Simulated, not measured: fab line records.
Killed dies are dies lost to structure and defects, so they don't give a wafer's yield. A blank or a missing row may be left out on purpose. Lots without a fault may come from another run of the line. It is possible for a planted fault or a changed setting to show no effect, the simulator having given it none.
Split-lot study || flow n5Finfet || on a route of 1938 steps: 7 lots, 39 wafers read

ON THE SPLIT
At N5_BEOL_M13_SPUTTER_44 (material Ta, target thk 10 nm, time 16.13 s), the setting targetThkA was moved away from the recipe's 100 angstrom on 15 of the 39 wafers read, by -32.3% to +59.6%. All remaining wafers had this setting at the recipe value.

FROM THE SPLIT TO THE READING: what the file shows between them, 3 steps
- N5_BEOL_M13_SPUTTER_45: material Cu, target thk 80 nm, time 13.33 s
- N5_BEOL_M13_ECD_47: material Cu, target thk 936 nm
- N5_BEOL_M13_ANNEAL_48: time 90 s

THE READING
barrierFieldEndpointS, in s, at N5_BEOL_M13_CMP_49 (polishes, stops on SiOC, t overpolish 17.1 s, target thk 420 nm). A value of 30.6 s with a standard deviation of 0.95 s is what fault-free wafers of this fab line usually give.

{"wafer": "L074.4", "tool, chamber at the split": "pvdSputter-01, -", "targetThkA as run, angstrom": 100, "against the recipe": "recipe", "barrierFieldEndpointS, s": 32.7, "against lot-mates on the recipe": "-"}
{"wafer": "L074.3", "tool, chamber at the split": "pvdSputter-01, -", "targetThkA as run, angstrom": 100, "against the recipe": "recipe", "barrierFieldEndpointS, s": 30.1, "against lot-mates on the recipe": "-"}
{"wafer": "L074.1", "tool, chamber at the split": "pvdSputter-01, -", "targetThkA as run, angstrom": 100, "against the recipe": "recipe", "barrierFieldEndpointS, s": 32.3, "against lot-mates on the recipe": "-"}
{"wafer": "L074.2", "tool, chamber at the split": "pvdSputter-01, -", "targetThkA as run, angstrom": 100, "against the recipe": "recipe", "barrierFieldEndpointS, s": 30.2, "against lot-mates on the recipe": "-"}
{"wafer": "L074.5", "tool, chamber at the split": "pvdSputter-01, -", "targetThkA as run, angstrom": 100, "against the recipe": "recipe", "barrierFieldEndpointS, s": 32.8, "against lot-mates on the recipe": "-"}
{"wafer": "L074.6", "tool, chamber at the split": "pvdSputter-01, -", "targetThkA as run, angstrom": 100, "against the recipe": "recipe", "barrierFieldEndpointS, s": 30.9, "against lot-mates on the recipe": "-"}
{"wafer": "L080.3", "tool, chamber at the split": "pvdSputter-01, -", "targetThkA as run, angstrom": 100, "against the recipe": "recipe", "barrierFieldEndpointS, s": 32.6, "against lot-mates on the recipe": "-"}
{"wafer": "L080.1", "tool, chamber at the split": "pvdSputter-01, -", "targetThkA as run, angstrom": 100, "against the recipe": "recipe", "barrierFieldEndpointS, s": 29.5, "against lot-mates on the recipe": "-"}
{"wafer": "L080.5", "tool, chamber at the split": "pvdSputter-01, -", "targetThkA as run, angstrom": 100, "against the recipe": "recipe", "barrierFieldEndpointS, s": 32.5, "against lot-mates on the recipe": "-"}
{"wafer": "L082.2", "tool, chamber at the split": "pvdSputter-03, -", "targetThkA as run, angstrom": 100, "against the recipe": "recipe", "barrierFieldEndpointS, s": 30.4, "against lot-mates on the recipe": "-"}
{"wafer": "L082.3", "tool, chamber at the split": "pvdSputter-03, -", "targetThkA as run, angstrom": 67.73, "against the recipe": "-32.3%", "barrierFieldEndpointS, s": 25.3, "against lot-mates on the recipe": -5.1}
{"wafer": "L082.1", "tool, chamber at the split": "pvdSputter-03, -", "targetThkA as run, angstrom": 100, "against the recipe": "recipe", "barrierFieldEndpointS, s": 29.7, "against lot-mates on the recipe": "-"}
{"wafer": "L082.4", "tool, chamber at the split": "pvdSputter-03, -", "targetThkA as run, angstrom": 67.73, "against the recipe": "-32.3%", "barrierFieldEndpointS, s": 26.4, "against lot-mates on the recipe": -4.0}
{"wafer": "L082.6", "tool, chamber at the split": "pvdSputter-03, -", "targetThkA as run, angstrom": 100, "against the recipe": "recipe", "barrierFieldEndpointS, s": 31.0, "against lot-mates on the recipe": "-"}
{"wafer": "L082.5", "tool, chamber at the split": "pvdSputter-03, -", "targetThkA as run, angstrom": 67.73, "against the recipe": "-32.3%", "barrierFieldEndpointS, s": 25.4, "against lot-mates on the recipe": -5.0}
{"wafer": "L081.1", "tool, chamber at the split": "pvdSputter-03, -", "targetThkA as run, angstrom": 155.2, "against the recipe": "+55.2%", "barrierFieldEndpointS, s": 36.9, "against lot-mates on the recipe": "+6.2"}
{"wafer": "L081.4", "tool, chamber at the split": "pvdSputter-03, -", "targetThkA as run, angstrom": 100, "against the recipe": "recipe", "barrierFieldEndpointS, s": 30.6, "against lot-mates on the recipe": "-"}
{"wafer": "L081.3", "tool, chamber at the split": "pvdSputter-03, -", "targetThkA as run, angstrom": 100, "against the recipe": "recipe", "barrierFieldEndpointS, s": 30.5, "against lot-mates on the recipe": "-"}
{"wafer": "L081.2", "tool, chamber at the split": "pvdSputter-03, -", "targetThkA as run, angstrom": 155.2, "against the recipe": "+55.2%", "barrierFieldEndpointS, s": 37.5, "against lot-mates on the recipe": "+6.8"}
{"wafer": "L081.5", "tool, chamber at the split": "pvdSputter-03, -", "targetThkA as run, angstrom": 155.2, "against the recipe": "+55.2%", "barrierFieldEndpointS, s": 37.8, "against lot-mates on the recipe": "+7.1"}
{"wafer": "L081.6", "tool, chamber at the split": "pvdSputter-03, -", "targetThkA as run, angstrom": 100, "against the recipe": "recipe", "barrierFieldEndpointS, s": 31.0, "against lot-mates on the recipe": "-"}
{"wafer": "L083.3", "tool, chamber at the split": "pvdSputter-02, -", "targetThkA as run, angstrom": 155, "against the recipe": "+55.0%", "barrierFieldEndpointS, s": 38.1, "against lot-mates on the recipe": "+7.5"}
{"wafer": "L083.2", "tool, chamber at the split": "pvdSputter-02, -", "targetThkA as run, angstrom": 100, "against the recipe": "recipe", "barrierFieldEndpointS, s": 29.8, "against lot-mates on the recipe": "-"}
{"wafer": "L083.1", "tool, chamber at the split": "pvdSputter-02, -", "targetThkA as run, angstrom": 155, "against the recipe": "+55.0%", "barrierFieldEndpointS, s": 37.3, "against lot-mates on the recipe": "+6.7"}
{"wafer": "L083.4", "tool, chamber at the split": "pvdSputter-02, -", "targetThkA as run, angstrom": 155, "against the recipe": "+55.0%", "barrierFieldEndpointS, s": 35.4, "against lot-mates on the recipe": "+4.8"}
{"wafer": "L083.6", "tool, chamber at the split": "pvdSputter-02, -", "targetThkA as run, angstrom": 100, "against the recipe": "recipe", "barrierFieldEndpointS, s": 32.0, "against lot-mates on the recipe": "-"}
{"wafer": "L083.5", "tool, chamber at the split": "pvdSputter-02, -", "targetThkA as run, angstrom": 100, "against the recipe": "recipe", "barrierFieldEndpointS, s": 29.9, "against lot-mates on the recipe": "-"}
{"wafer": "L090.1", "tool, chamber at the split": "pvdSputter-03, -", "targetThkA as run, angstrom": 159.6, "against the recipe": "+59.6%", "barrierFieldEndpointS, s": 36.3, "against lot-mates on the recipe": "+5.5"}
{"wafer": "L090.2", "tool, chamber at the split": "pvdSputter-03, -", "targetThkA as run, angstrom": 159.6, "against the recipe": "+59.6%", "barrierFieldEndpointS, s": 38.0, "against lot-mates on the recipe": "+7.2"}
{"wafer": "L090.4", "tool, chamber at the split": "pvdSputter-03, -", "targetThkA as run, angstrom": 100, "against the recipe": "recipe", "barrierFieldEndpointS, s": 31.2, "against lot-mates on the recipe": "-"}
{"wafer": "L090.3", "tool, chamber at the split": "pvdSputter-03, -", "targetThkA as run, angstrom": 100, "against the recipe": "recipe", "barrierFieldEndpointS, s": 31.3, "against lot-mates on the recipe": "-"}
{"wafer": "L090.5", "tool, chamber at the split": "pvdSputter-03, -", "targetThkA as run, angstrom": 100, "against the recipe": "recipe", "barrierFieldEndpointS, s": 29.8, "against lot-mates on the recipe": "-"}
{"wafer": "L090.6", "tool, chamber at the split": "pvdSputter-03, -", "targetThkA as run, angstrom": 159.6, "against the recipe": "+59.6%", "barrierFieldEndpointS, s": 38.4, "against lot-mates on the recipe": "+7.6"}
{"wafer": "L096.1", "tool, chamber at the split": "pvdSputter-01, -", "targetThkA as run, angstrom": 100, "against the recipe": "recipe", "barrierFieldEndpointS, s": 30.6, "against lot-mates on the recipe": "-"}
{"wafer": "L096.4", "tool, chamber at the split": "pvdSputter-01, -", "targetThkA as run, angstrom": 100, "against the recipe": "recipe", "barrierFieldEndpointS, s": 30.1, "against lot-mates on the recipe": "-"}
{"wafer": "L096.3", "tool, chamber at the split": "pvdSputter-01, -", "targetThkA as run, angstrom": 151.6, "against the recipe": "+51.6%", "barrierFieldEndpointS, s": 36.3, "against lot-mates on the recipe": "+6.3"}
{"wafer": "L096.2", "tool, chamber at the split": "pvdSputter-01, -", "targetThkA as run, angstrom": 151.6, "against the recipe": "+51.6%", "barrierFieldEndpointS, s": 37.8, "against lot-mates on the recipe": "+7.8"}
{"wafer": "L096.5", "tool, chamber at the split": "pvdSputter-01, -", "targetThkA as run, angstrom": 151.6, "against the recipe": "+51.6%", "barrierFieldEndpointS, s": 36.7, "against lot-mates on the recipe": "+6.7"}
{"wafer": "L096.6", "tool, chamber at the split": "pvdSputter-01, -", "targetThkA as run, angstrom": 100, "against the recipe": "recipe", "barrierFieldEndpointS, s": 29.3, "against lot-mates on the recipe": "-"}

THE FIT
A straight line over all 39 wafers: barrierFieldEndpointS changes by +0.121 s for each +1% of targetThkA; r = +0.96; the points scatter about the line by 1.1 s.
The same after taking each lot's own level away (the mean of its wafers on the recipe; 39 wafers): +0.124 s for each +1%; r = +0.97; scatter 0.94 s.
That fit puts the effect of the largest move of targetThkA on the reading at 7.4 s.
The span of the lots' own levels, 30.00 to 31.53 s, comes to 1.6 times the standard deviation stated above.
The two slopes are in agreement: the lot-to-lot level therefore moves the slope only a little.
Check: with one of the wafers moved furthest among these (+59.6%) left out of the fit, the line predicts +7.46 s for it against its lot-mates. Against them it came out at +5.53 s.

OTHER SPLITS ON THESE WAFERS
Other splits were also applied to these wafers ahead of the reading. Each is held against what the fit with the lots' levels taken away leaves over:
{"other split on the same wafers": "N5_BEOL_M9_ILD_DEP_00 timeS", "wafers away from the commonest value": 15, "r with barrierFieldEndpointS (lot level and that fit taken away)": -0.15}
{"other split on the same wafers": "N5_BEOL_M9_DEP_56 targetThkA", "wafers away from the commonest value": 18, "r with barrierFieldEndpointS (lot level and that fit taken away)": -0.17}

THE WHOLE CHAIN: every reading that the file lists as answering this split, in the file's order
{"step": "N5_BEOL_M13_SPUTTER_44", "what it does": "material Ta, target thk 10 nm, time 16.13 s", "reading": "Ta_of_BEOL_M13_SPUTTER_44.thkNm (the simulator's own value, which no gauge read)", "change (the file's fit)": "+0.0998 nm for each +1% of the setting", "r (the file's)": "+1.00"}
{"step": "N5_BEOL_M13_CMP_49", "what it does": "polishes, stops on SiOC, t overpolish 17.1 s, target thk 420 nm", "reading": "barrierFieldEndpointS", "change (the file's fit)": "+0.123 s for each +1% of the setting", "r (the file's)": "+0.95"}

FILE'S OWN FIT
barrierFieldEndpointS changes by +0.123 s for each +1% of targetThkA, r = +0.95.
